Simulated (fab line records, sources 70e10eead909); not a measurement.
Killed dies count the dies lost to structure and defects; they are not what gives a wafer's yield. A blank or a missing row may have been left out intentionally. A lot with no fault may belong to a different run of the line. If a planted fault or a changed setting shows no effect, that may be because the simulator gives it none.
Matching of chambers    flow nand harc    4 sister chambers for NHARC_P_CONTACT_CMP_24 on cmp-02
The step polishes, t overpolish 30 s, target thk 200 nm. 16 wafers are shown with their chamber, then 8 later ones without.

WAFERS PAIRED WITH THEIR CHAMBERS
wafer   chamber  motor current A (A)  time to endpoint s (s)  overpolish run s (s)
L074.1  2        12.4                 38.9                    30.000
L074.2  0        13.0                 38.9                    30.003
L074.6  1        10.9                 36.6                    29.991
L080.1  1        11.5                 37.8                    30.013
L080.5  2        12.3                 42.1                    29.995
L080.6  1        11.2                 39.6                    29.986
L082.1  1        10.5                 40.7                    30.004
L082.3  2        12.6                 43.4                    29.994
L082.4  3        12.9                 39.2                    29.994
L082.2  0        13.2                 41.7                    30.003
L082.5  3        13.2                 37.7                    29.993
L082.6  2        12.2                 42.6                    30.004
L087.1  3        12.8                 36.7                    30.003
L087.5  0        12.2                 43.0                    29.988
L087.6  3        12.1                 36.3                    30.003
L087.2  1        10.8                 34.0                    30.011

SIGNATURES, as means of the wafers listed above
reading             chamber 0  chamber 1  chamber 2  chamber 3  scatter within a chamber
motor current A     12.800     10.980     12.375     12.750     0.396
time to endpoint s  41.200     37.740     41.750     37.475     2.1
overpolish run s    29.99800   30.00100   29.99825   29.99825   0.00858
Rule: for each reading, subtract the chamber's mean from the wafer's reading, divide by that reading's scatter and square the result; add these up over the readings and take the root, which gives the wafer's distance from the chamber. If the next closest chamber is less than 2 further off than the closest, the wafer can't be placed; otherwise it belongs to the closest. The scatter: the root of (the sum of the squares of (reading less its chamber's mean) over the shown wafers, divided by (wafers less chambers)).

WAFERS MISSING THEIR CHAMBER
wafer   motor current A (A)  time to endpoint s (s)  overpolish run s (s)
L087.3  11.9                 37.3                    30.008
L087.4  12.9                 40.9                    29.980
L093.2  11.0                 38.2                    29.999
L093.3  12.7                 41.1                    30.014
L093.5  12.7                 43.3                    30.008
L095.1  13.3                 34.1                    30.010
L095.4  10.7                 33.6                    29.987
L095.6  13.3                 37.1                    29.992

CHAMBER TAKEN BY EACH
wafer   from the rows above                in truth
L087.3  can't be placed: 3 or 1 or 2 or 0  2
L087.4  can't be placed: 0 or 2 or 3       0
L093.2  1                                  1
L093.3  can't be placed: 0 or 2 or 3       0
L093.5  can't be placed: 0 or 2 or 3       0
L095.1  can't be placed: 3 or 0            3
L095.4  1                                  1
L095.6  can't be placed: 3 or 0 or 2       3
Placed correctly: 2 of 8. These rows do not allow placing 6 (true chamber among the candidates in 6). 0 placed wrongly.
